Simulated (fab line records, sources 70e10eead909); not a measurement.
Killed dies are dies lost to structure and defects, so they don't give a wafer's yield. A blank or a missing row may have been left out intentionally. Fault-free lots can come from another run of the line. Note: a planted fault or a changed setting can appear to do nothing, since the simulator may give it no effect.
Matching of chambers | flow nand-harc | NHARC_A_SLIT_DESCUM_14 on rie-diel-07 has 4 sister chambers
The step chemistry O2, time 3 s. 27 wafers are shown with their chamber, then 12 later ones without.

## WAFERS PAIRED WITH THEIR CHAMBERS
wafer  | chamber | drypump-motor-current-A (A) | oes-product-au (a.u.) | rf-vpp-V (V)
L078.1 | 1       | 5.2                         | 0.996                 | 56.8
L078.4 | 2       | 5.5                         | 1.001                 | 57.9
L078.5 | 2       | 5.5                         | 1.013                 | 57.6
L078.2 | 3       | 6.3                         | 1.005                 | 57.0
L078.3 | 0       | 5.4                         | 0.993                 | 56.6
L078.6 | 1       | 5.2                         | 0.994                 | 58.4
L080.4 | 0       | 5.4                         | 0.986                 | 58.5
L080.5 | 0       | 5.4                         | 0.986                 | 58.4
L080.6 | 1       | 5.2                         | 1.005                 | 59.9
L080.1 | 1       | 5.2                         | 0.999                 | 58.6
L080.2 | 3       | 6.3                         | 1.013                 | 57.6
L080.3 | 2       | 5.6                         | 1.006                 | 57.8
L082.2 | 3       | 6.3                         | 1.001                 | 58.8
L082.5 | 2       | 5.6                         | 1.009                 | 57.4
L082.6 | 3       | 6.3                         | 1.007                 | 58.8
L085.2 | 0       | 5.4                         | 0.995                 | 57.1
L085.3 | 1       | 5.2                         | 0.991                 | 59.0
L085.6 | 3       | 6.3                         | 1.012                 | 56.1
L088.1 | 0       | 5.4                         | 0.987                 | 56.8
L088.2 | 2       | 5.6                         | 1.001                 | 57.6
L088.4 | 1       | 5.2                         | 0.991                 | 58.6
L088.3 | 3       | 6.3                         | 1.014                 | 59.1
L088.5 | 1       | 5.2                         | 0.991                 | 57.9
L088.6 | 0       | 5.4                         | 0.985                 | 58.2
L090.2 | 2       | 5.6                         | 1.000                 | 58.1
L090.4 | 1       | 5.2                         | 0.998                 | 58.3
L090.5 | 3       | 6.4                         | 0.993                 | 58.2

SIGNATURES, as means of the wafers listed above
reading                 | chamber 0 | chamber 1 | chamber 2 | chamber 3 | scatter within a chamber
drypump-motor-current-A | 5.400     | 5.200     | 5.567     | 6.314     | 0.0309
oes-product-au          | 0.98867   | 0.99562   | 1.00500   | 1.00643   | 0.00568
rf-vpp-V                | 57.600    | 58.438    | 57.733    | 57.943    | 0.854
Rule: a wafer lies at a distance from a chamber equal to the root of the sum of squares, over the readings, of (its reading less the chamber's mean, divided by the reading's scatter). The wafer belongs to the nearest chamber; if the next one is less than 2 further off, it can't be placed. The scatter is the square root of a quotient: the sum, over the shown wafers, of each reading's squared deviation from its chamber's mean, divided by wafers minus chambers.

## WAFERS MISSING THEIR CHAMBER
wafer  | drypump-motor-current-A (A) | oes-product-au (a.u.) | rf-vpp-V (V)
L090.1 | 5.4                         | 1.000                 | 57.6
L090.3 | 6.3                         | 1.009                 | 58.1
L090.6 | 5.6                         | 1.006                 | 57.9
L093.1 | 5.2                         | 0.993                 | 58.0
L093.2 | 6.3                         | 0.995                 | 56.3
L093.3 | 5.6                         | 1.002                 | 57.2
L093.4 | 5.4                         | 1.001                 | 56.3
L093.5 | 5.6                         | 0.999                 | 58.2
L093.6 | 5.2                         | 0.990                 | 57.7
L094.2 | 5.4                         | 1.009                 | 57.8
L094.3 | 5.6                         | 1.005                 | 58.1
L094.4 | 6.3                         | 1.010                 | 56.9

## CHAMBER TAKEN BY EACH
wafer  | from the rows above     | in truth
L090.1 | 0                       | 0
L090.3 | 3                       | 3
L090.6 | 2                       | 2
L093.1 | 1                       | 1
L093.2 | 3                       | 3
L093.3 | 2                       | 2
L093.4 | 0                       | 0
L093.5 | 2                       | 2
L093.6 | 1                       | 1
L094.2 | can't be placed: 0 or 2 | 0
L094.3 | 2                       | 2
L094.4 | 3                       | 3
Placed correctly: 11 of 12. From these rows, 1 cannot be placed; in 1 the true chamber is one of the candidates. Placed wrongly: 0.
